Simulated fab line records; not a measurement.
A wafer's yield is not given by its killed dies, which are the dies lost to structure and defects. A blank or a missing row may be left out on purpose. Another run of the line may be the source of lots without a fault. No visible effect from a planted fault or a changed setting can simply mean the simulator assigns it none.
Split-lot experiment | flow n5-finfet | route with 1938 steps; 7 lots, 21 wafers read

## SPLIT DETAILS
At N5_BEOL_M0_CUTY_COAT_50 (time 60 s, resist thk 15 nm), the setting spin-rpm was moved away from the recipe's 1500 rpm on 8 of the 21 wafers read, by -9.8% to +10.7%. All remaining wafers had this setting at the recipe value.

The reading is taken at the split's own step.

## THE READING
SiARC_of_BEOL_M0_CUTY_COAT_50.thk-nm (the simulator's own value, which no gauge read), in nm, at N5_BEOL_M0_CUTY_COAT_50 (time 60 s, resist thk 15 nm). There is no usual value for it anywhere in the file. Across the 13 wafers here that went through the recipe, the average is 15.0 nm and the standard deviation 0.084 nm.

wafer  | tool, chamber at the split | spin-rpm as run, rpm | against the recipe | SiARC_of_BEOL_M0_CUTY_COAT_50.thk-nm, nm | against lot-mates on the recipe
L080.1 | litho-track-04, 0          | 1500                 | recipe             | 15.2                                     | -
L080.4 | litho-track-04, 0          | 1500                 | recipe             | 15.2                                     | -
L080.6 | litho-track-04, 0          | 1611                 | +7.4%              | 14.6                                     | -0.6
L081.3 | litho-track-02, 0          | 1500                 | recipe             | 15.2                                     | -
L081.4 | litho-track-02, 0          | 1353                 | -9.8%              | 15.8                                     | +0.7
L081.5 | litho-track-02, 0          | 1500                 | recipe             | 15                                       | -
L085.3 | litho-track-02, 0          | 1434                 | -4.4%              | 15.4                                     | +0.4
L085.4 | litho-track-02, 0          | 1500                 | recipe             | 15                                       | -
L085.5 | litho-track-02, 0          | 1500                 | recipe             | 15                                       | -
L089.2 | litho-track-04, 0          | 1373                 | -8.5%              | 15.6                                     | no lot-mate on the recipe
L089.4 | litho-track-04, 0          | 1373                 | -8.5%              | 15.6                                     | no lot-mate on the recipe
L089.5 | litho-track-04, 0          | 1373                 | -8.5%              | 15.6                                     | no lot-mate on the recipe
L092.1 | litho-track-01, 0          | 1500                 | recipe             | 15                                       | -
L092.4 | litho-track-01, 0          | 1500                 | recipe             | 15                                       | -
L092.6 | litho-track-01, 0          | 1660                 | +10.7%             | 14.4                                     | -0.6
L094.3 | litho-track-04, 0          | 1500                 | recipe             | 15                                       | -
L094.4 | litho-track-04, 0          | 1500                 | recipe             | 15                                       | -
L094.5 | litho-track-04, 0          | 1500                 | recipe             | 15                                       | -
L095.3 | litho-track-01, 0          | 1500                 | recipe             | 15                                       | -
L095.5 | litho-track-01, 0          | 1500                 | recipe             | 15                                       | -
L095.4 | litho-track-01, 0          | 1629                 | +8.6%              | 14.4                                     | -0.6

THE FIT
A straight line over all 21 wafers: SiARC_of_BEOL_M0_CUTY_COAT_50.thk-nm changes by -0.0675 nm for each +1% of spin-rpm; r = -0.98; the points scatter about the line by 0.078 nm.
The same after taking each lot's own level away (the mean of its wafers on the recipe; 18 wafers): -0.0691 nm for each +1%; r = -0.98; scatter 0.059 nm.
According to that fit, moving spin-rpm by its largest amount changes the reading by 0.74 nm.
The lots' own levels span 15.00 to 15.20 nm, that is 2.4 times the standard deviation above.
Consequently the slope shifts little with the lot-to-lot level, the two slopes agreeing.
Check: for one of the wafers moved furthest among these (+10.7%), held out of the fit, the line's prediction against its lot-mates is -0.794 nm. It came out at -0.6 nm against them.

## ADDITIONAL SPLITS CARRIED BY THESE WAFERS
Note: prior to the reading, these wafers also went through further splits. Each is held against what the fit with the lots' levels taken away leaves over:
other split on the same wafers          | wafers away from the commonest value | r with SiARC_of_BEOL_M0_CUTY_COAT_50.thk-nm (lot level and that fit taken away)
N5_MOL_CONTACT_COAG_COAT_76 spin-rpm    | 8                                    | +0.19
N5_MOL_CONTACT_COAG_VIA_ETCH_117 bias-w | 9                                    | +0.19
N5_BEOL_M0_SAQP_PEB_12 peb-time-s       | 6                                    | +0.13
N5_BEOL_M0_SAQP_ETCH_84 time-s          | 8                                    | +0.18

## THE FILE'S OWN FIT
SiARC_of_BEOL_M0_CUTY_COAT_50.thk-nm changes by -0.0688 nm for each +1% of spin-rpm, r = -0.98.
